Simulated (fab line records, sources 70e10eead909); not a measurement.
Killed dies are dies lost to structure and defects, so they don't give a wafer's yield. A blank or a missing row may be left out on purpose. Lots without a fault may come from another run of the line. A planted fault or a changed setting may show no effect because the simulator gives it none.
One fault seen from 2 desks | flow nand_harc | each desk has only its own numbers; what lay behind them comes last

THE METROLOGY DESK
What the gauges read, lot by lot, whatever tool the lot ran on: means of the sampled wafers that have a number. A lot is out of limits, marked OUT, if its mean lies more than 4 standard deviations from the usual mean; the brackets give that distance.
Columns: A = overlay_x_nm at NHARC_HYBRID_BOND_OVL_MEAS_05, usual 4 nm; B = overlay_y_nm at NHARC_HYBRID_BOND_OVL_MEAS_05, usual -4 nm
lot  | first seen here | A   | B
L391 | day 23 18:21    | -16 | -21
L393 | day 24 09:17    | 6   | 17
L394 | day 24 21:20    | 15  | 8
L395 | day 25 02:23    | 7   | 7
L396 | day 25 02:23    | -24 | 13
L401 | day 28 05:26    | -25 | 6
L402 | day 28 12:15    | -8  | -8
L407 | day 30 13:02    | 18  | -18
L409 | day 31 10:36    | 3   | -13
L410 | day 31 16:20    | 33  | -18
L411 | day 31 16:20    | 12  | -14
L412 | day 32 09:20    | -40 | 6
L413 | day 33 00:44    | 6   | 4
L414 | day 33 23:14    | 13  | -8
This desk's finding: nothing out of limits on any of the 14 lots.

THE TOOL OWNER'S DESK: rie_diel-13
The tool's own readings at NHARC_THIN_TSV_ETCHBACK_48 (etches the open film in C4F8/Ar, target depth 1028.5 nm, time 405.17 s): means of the sampled wafers that have a number, for each lot that ran on this tool. A lot is out of limits, marked OUT, if its mean lies more than 4 standard deviations from the usual mean; the brackets give that distance.
Columns: A = oes_product_au at NHARC_THIN_TSV_ETCHBACK_48, usual 0.941 a.u.; B = rf_vpp_V at NHARC_THIN_TSV_ETCHBACK_48, usual 547.5 V
lot  | first seen here | A     | B
L391 | day 23 23:29    | 0.970 | 546.4
L394 | day 25 02:41    | 0.926 | 548.2
L395 | day 25 07:22    | 0.933 | 547.7
L401 | day 28 14:29    | 0.929 | 548.9
L402 | day 28 17:20    | 0.921 | 547.7
L412 | day 32 14:38    | 0.926 | 547.0
This desk's finding: nothing out of limits on any of the 6 lots.

PUT TOGETHER
The metrology desk saw nothing out of limits.
The tool owner's desk saw nothing out of limits.

WHAT THE SIMULATOR HAD PUT IN
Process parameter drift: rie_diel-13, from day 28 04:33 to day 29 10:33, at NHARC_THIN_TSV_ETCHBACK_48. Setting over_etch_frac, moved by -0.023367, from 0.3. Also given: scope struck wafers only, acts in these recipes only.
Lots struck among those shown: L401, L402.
